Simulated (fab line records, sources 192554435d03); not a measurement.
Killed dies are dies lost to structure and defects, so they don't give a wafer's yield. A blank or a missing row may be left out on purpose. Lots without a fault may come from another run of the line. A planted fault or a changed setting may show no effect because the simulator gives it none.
Which tool did it? | flow n5_finfet | 10 lots, 27 wafers sampled, at 5 steps of a route of 1938

WHAT THE GAUGES READ, wafer by wafer
N5_BEOL_M4_RC_MEAS_101.
lot  | measured     | on        | DIBL_N (mV/V)
L510 | day 10 05:23 | prober-01 | 33.9 35.8 33.8
L512 | day 9 17:16  | prober-01 | 37.6 35.8 35.0
L513 | day 10 10:26 | prober-02 | 38.8 35.0 36.4
L518 | day 11 15:10 | prober-01 | 38.2 37.8
L520 | day 12 20:27 | prober-01 | 37.5 38.0
L522 | day 12 15:33 | prober-01 | 37.1 35.6
L524 | day 13 12:34 | prober-02 | 35.9 38.0 36.0
L529 | day 14 05:22 | prober-02 | 34.3 34.8 33.7
L531 | day 15 14:51 | prober-02 | 35.6 34.9 36.8
L533 | day 16 21:25 | prober-01 | 35.7 37.1 35.8

WHICH TOOL RAN EACH LOT (tool, then ch and the chambers of the sampled wafers, then the start)
lot  | N5_MOL_CONTACT_COAG_DESCUM_13      | N5_MOL_CONTACT_COAG_ANNEAL_113   | N5_MOL_CONTACT_COAG_PRE_CLEAN_142 | N5_MOL_CONTACT_COAG_ALD_27
L510 | rie_diel-03 ch 0,1,2, day 4 15:58  | rtp_anneal-01 ch 0, day 4 20:09  | pvd_sputter-03, day 4 21:29       | ald_sin-03 ch 1,2, day 4 22:35
L512 | rie_diel-06 ch 0,2,3, day 5 09:34  | rtp_anneal-02 ch 0, day 5 13:26  | pvd_sputter-02, day 5 15:56       | ald_sin-01 ch 1,2,3, day 5 17:29
L513 | rie_diel-06 ch 2,3, day 5 15:50    | rtp_anneal-02 ch 0, day 5 18:51  | pvd_sputter-03, day 5 20:13       | ald_sin-02 ch 0,1,3, day 5 21:17
L518 | rie_diel-06 ch 1,2, day 6 20:17    | rtp_anneal-02 ch 0, day 6 23:52  | pvd_sputter-03, day 7 00:49       | ald_sin-02 ch 2,3, day 7 01:52
L520 | rie_diel-02 ch 0,2, day 7 05:44    | rtp_anneal-01 ch 0, day 7 09:43  | pvd_sputter-02, day 7 11:46       | ald_sin-02 ch 1,2, day 7 12:50
L522 | rie_diel-03 ch 1,3, day 7 16:52    | rtp_anneal-02 ch 0, day 7 20:43  | pvd_sputter-01, day 7 23:56       | ald_sin-02 ch 2,3, day 8 01:26
L524 | rie_diel-06 ch 0,3, day 8 06:04    | rtp_anneal-02 ch 0, day 8 08:44  | pvd_sputter-03, day 8 12:29       | ald_sin-03 ch 0,1, day 8 14:16
L529 | rie_diel-02 ch 2,3, day 9 09:14    | rtp_anneal-01 ch 0, day 9 13:50  | pvd_sputter-02, day 9 16:13       | ald_sin-03 ch 1,2, day 9 17:17
L531 | rie_diel-02 ch 1,2,3, day 9 21:01  | rtp_anneal-02 ch 0, day 9 23:49  | pvd_sputter-01, day 10 03:57      | ald_sin-03 ch 1,2,3, day 10 05:02
L533 | rie_diel-03 ch 0,1,3, day 10 08:26 | rtp_anneal-02 ch 0, day 10 12:07 | pvd_sputter-01, day 10 15:06      | ald_sin-02 ch 0,2,3, day 10 16:10
- N5_MOL_CONTACT_COAG_DESCUM_13: chemistry O2, time 7 s.
- N5_MOL_CONTACT_COAG_ANNEAL_113: time 300 s.
- N5_MOL_CONTACT_COAG_PRE_CLEAN_142: time 60 s.
- N5_MOL_CONTACT_COAG_ALD_27: deposits SiOC, target thk 17 nm, pulse time 1.5 s, time 2720 s.

THE ANSWER, worked out from the rows above alone
Rule: what is usual is taken from the lots themselves. Put in order of their means at a reading, lots are off if they are a third of the lots or fewer, leave a main group of 4 or more, and stand apart from it by a gap of 3 or more times the standard deviation of the main group's means; of several such gaps the widest counts. A main group whose means are all the same, to the digits that the tables above print for the reading, isn't used. A lot without any number at a reading at which 4 lots or more have one is off too. The other lots that the step has rows for count as sound.
No lot is off at any reading shown: from this, nothing can be told.

WHAT THE SIMULATOR HAD PUT IN
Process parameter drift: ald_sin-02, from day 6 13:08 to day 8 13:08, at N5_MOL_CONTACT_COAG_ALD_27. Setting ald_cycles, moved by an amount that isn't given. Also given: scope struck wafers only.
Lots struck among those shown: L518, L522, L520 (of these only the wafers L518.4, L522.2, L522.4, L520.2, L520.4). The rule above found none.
